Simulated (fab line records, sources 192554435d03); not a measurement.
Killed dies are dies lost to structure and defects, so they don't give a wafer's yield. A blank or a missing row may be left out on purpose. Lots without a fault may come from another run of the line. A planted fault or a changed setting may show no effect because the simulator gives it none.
Chamber matching | flow n5_finfet | N5_GATE_CUT_PECVD_57 on pecvd-03: 3 sister chambers
The step deposits SiNx from SiH4/NH3/N2, target thk 21 nm. 14 wafers are shown with their chamber, then 7 later ones without.

WAFERS WITH THEIR CHAMBER
wafer  | chamber | throttle_valve_pct (%) | showerhead_plenum_p_Torr (Torr) | showerhead_vpp_V (V)
L077.1 | 2       | 38.3                   | 5.24                            | 1096
L077.2 | 0       | 37.8                   | 5.33                            | 1026
L077.3 | 1       | 41.2                   | 5.18                            | 1064
L079.3 | 0       | 37.8                   | 5.35                            | 1014
L079.5 | 2       | 38.1                   | 5.26                            | 1101
L079.6 | 0       | 38.0                   | 5.31                            | 1021
L080.3 | 2       | 38.5                   | 5.27                            | 1081
L080.4 | 1       | 41.2                   | 5.17                            | 1068
L080.6 | 0       | 37.9                   | 5.33                            | 1014
L085.1 | 1       | 41.4                   | 5.17                            | 1054
L085.3 | 0       | 38.4                   | 5.33                            | 1022
L085.4 | 1       | 41.3                   | 5.17                            | 1054
L091.2 | 2       | 38.8                   | 5.28                            | 1116
L091.5 | 0       | 38.2                   | 5.33                            | 1013

SIGNATURES (means of the wafers above)
reading                  | chamber 0 | chamber 1 | chamber 2 | scatter within a chamber
throttle_valve_pct       | 38.017    | 41.275    | 38.425    | 0.23
showerhead_plenum_p_Torr | 5.3300    | 5.1725    | 5.2625    | 0.0126
showerhead_vpp_V         | 1018.33   | 1060.00   | 1098.50   | 9.16
Rule: a wafer's distance from a chamber is the root of the sum, over the readings, of the square of ((its reading less the chamber's mean) divided by the reading's scatter). The wafer belongs to the nearest chamber; if the next one is less than 2 further off, it can't be placed. The scatter: the root of (the sum of the squares of (reading less its chamber's mean) over the shown wafers, divided by (wafers less chambers)).

WAFERS WITHOUT THEIR CHAMBER
wafer  | throttle_valve_pct (%) | showerhead_plenum_p_Torr (Torr) | showerhead_vpp_V (V)
L091.6 | 38.6                   | 5.24                            | 1090
L092.4 | 38.7                   | 5.25                            | 1106
L092.5 | 41.2                   | 5.18                            | 1054
L092.6 | 38.1                   | 5.34                            | 1034
L096.3 | 38.3                   | 5.33                            | 1027
L096.4 | 38.4                   | 5.33                            | 1023
L096.6 | 38.9                   | 5.25                            | 1102

WHICH CHAMBER EACH WENT THROUGH
wafer  | from the rows above | in truth
L091.6 | 2                   | 2
L092.4 | 2                   | 2
L092.5 | 1                   | 1
L092.6 | 0                   | 0
L096.3 | 0                   | 0
L096.4 | 0                   | 0
L096.6 | 2                   | 2
Placed correctly: 7 of 7. Can't be placed from these rows: 0. Placed wrongly: 0.
